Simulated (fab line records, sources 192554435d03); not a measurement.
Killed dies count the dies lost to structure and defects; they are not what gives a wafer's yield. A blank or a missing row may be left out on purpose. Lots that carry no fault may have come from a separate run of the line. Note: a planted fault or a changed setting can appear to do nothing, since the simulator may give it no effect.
Code-filled problem report in 8D (eight disciplines) form || flow n5-finfet || the parts of the form that need people (team, actions taken, sign-off) are left out

1. WHAT IS WRONG
Wafers with no fault read 38 with a standard deviation of 17, whereas raw-defect-count at N5_ILD0_INSPECT_06 reads a mean of 820 on 1 wafer of 1 lot. That is +46 standard deviations from the usual mean.
The step: inspects for defects (darkfield).
The first sign was on wafer L221.4 at day 8 06:48, on defect-inspect-02. The record holds 26 wafers of 9 lots with a number at this step. The rule behind "out" and "out of limits": a value lying over 4 standard deviations away from the usual mean. The other wafers with a number count as sound.

2. WHAT THIS IS AND IS NOT
{"question": "which readings at this step", "is": "raw-defect-count", "is not": "-"}
{"question": "which lots", "is": "L221", "is not": "L205, L207, L208, L209, L210, L215, L223, L224"}
{"question": "which wafers of those lots", "is": "L221.4", "is not": "L221.5, L221.6"}
{"question": "read on which gauges", "is": "defect-inspect-02", "is not": "defect-inspect-01"}
{"question": "when", "is": "from day 8 06:48", "is not": "up to then (19 sound wafers); but 6 sound wafers of L223, L224 came after"}

3. WHAT RULES OUT EACH SUSPECT
Counting: a tool at a process step up to the reading stays a suspect if it ran every lot that is out. Sound lots after the first of them don't rule it out here, since some wafers of a struck lot are sound.
- the gauge at N5_ILD0_INSPECT_06 has been ruled out. All the wafers that are out were read on defect-inspect-02, but those of them that N5_PASSIVATION_PROBE_49 has rows for are out there too, on other tools.
- ald-sin-02 at N5_ILD0_ALD_15 (deposits SiNx, target thk 24 nm, pulse time 1 s, ald cycles 480): kept. L221, the lot that is out, went through it at day 8 04:17; up to then, the latest sound lot through it was L215 at day 7 00:29.
- cmp-03 at N5_ILD0_CMP_12 (polishes SiNx, stops on poly-Si, t overpolish 6 s, target thk 17.67 nm): kept. L221, the lot that is out, went through it at day 8 06:35; up to then, the latest sound lot through it was L215 at day 7 02:43.
- Within ald-sin-02 at N5_ILD0_ALD_15: the wafers that are out ran in chamber 0; their sound lot-mates ran in chambers 1, 2.
- Within cmp-03 at N5_ILD0_CMP_12: the wafers that are out ran in chamber 1; their sound lot-mates ran in chambers 2, 3.
Left after counting: ald-sin-02 at N5_ILD0_ALD_15, cmp-03 at N5_ILD0_CMP_12.

4. THE CAUSE (what the simulator had put in)
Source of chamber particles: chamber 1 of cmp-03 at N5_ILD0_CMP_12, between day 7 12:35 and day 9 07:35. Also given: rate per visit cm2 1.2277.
Of the 2 suspects that counting leaves, this tool is one.

5. SEQUENCE OF EFFECTS, ordered by route
Each row: a reading where the mean over the struck wafers with a number is more than 3 standard deviations away from the usual. Only readings for which the record gives a usual standard deviation are gone through. hours: the time from each lot's start at the first step in this table that gives one to its start at this step, as a median over the lots. sigmas: the change in usual standard deviations.
{"hours": 0, "step": "N5_ILD0_INSPECT_06", "reading": "raw-defect-count", "usual": 38, "on struck wafers": 820, "change": "+782", "sigmas": "+46"}
{"hours": 221, "step": "N5_PASSIVATION_PROBE_49", "reading": "defect-limited-yield", "usual": "91.2 %", "on struck wafers": 49.6, "change": -41.6, "sigmas": -26}
{"hours": 221, "step": "N5_PASSIVATION_PROBE_49", "reading": "killed-at-front-end", "usual": 37, "on struck wafers": 557, "change": "+520", "sigmas": "+52"}
{"hours": 221, "step": "N5_PASSIVATION_PROBE_49", "reading": "killed-dies", "usual": 104, "on struck wafers": 595, "change": "+491", "sigmas": "+26"}
{"hours": 221, "step": "N5_PASSIVATION_PROBE_49", "reading": "killed-on-rim", "usual": 14, "on struck wafers": 77, "change": "+63", "sigmas": "+15"}
{"hours": 221, "step": "N5_PASSIVATION_PROBE_49", "reading": "sort_bin_5_function", "usual": "5.1 %", "on struck wafers": 33.3, "change": "+28.2", "sigmas": "+28"}
{"hours": 221, "step": "N5_PASSIVATION_PROBE_49", "reading": "sort_bin_6_memory", "usual": "3.3 %", "on struck wafers": 14.7, "change": "+11.4", "sigmas": "+15"}
{"hours": 221, "step": "N5_PASSIVATION_PROBE_49", "reading": "sort-n-pass", "usual": 1076, "on struck wafers": 585, "change": -491, "sigmas": -26}
{"hours": 221, "step": "N5_PASSIVATION_PROBE_49", "reading": "sort-yield-pct", "usual": "91.2 %", "on struck wafers": 49.6, "change": -41.6, "sigmas": -26}
Process steps it contains:
- N5_PASSIVATION_PROBE_49
Later steps that measure or inspect, where all struck wafers having a row at the step show a number for every such reading and not one has moved that far: N5_BEOL_M4_RC_MEAS_101.

6. WHAT WOULD HAVE CAUGHT IT SOONER
The first out-of-limits reading at a measuring or inspecting step in this record came at day 8 06:48, 18 hours after the fault's start at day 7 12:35.
Of the tool readings at N5_ILD0_CMP_12 for which the record gives a usual standard deviation, none was out on any struck wafer, so an alarm limit of 4 standard deviations on them would not have fired.
Lots out: 1; all had begun N5_ILD0_CMP_12 on cmp-03 by day 8 06:48. Had the tool been put on hold then, not one of them would have been saved.
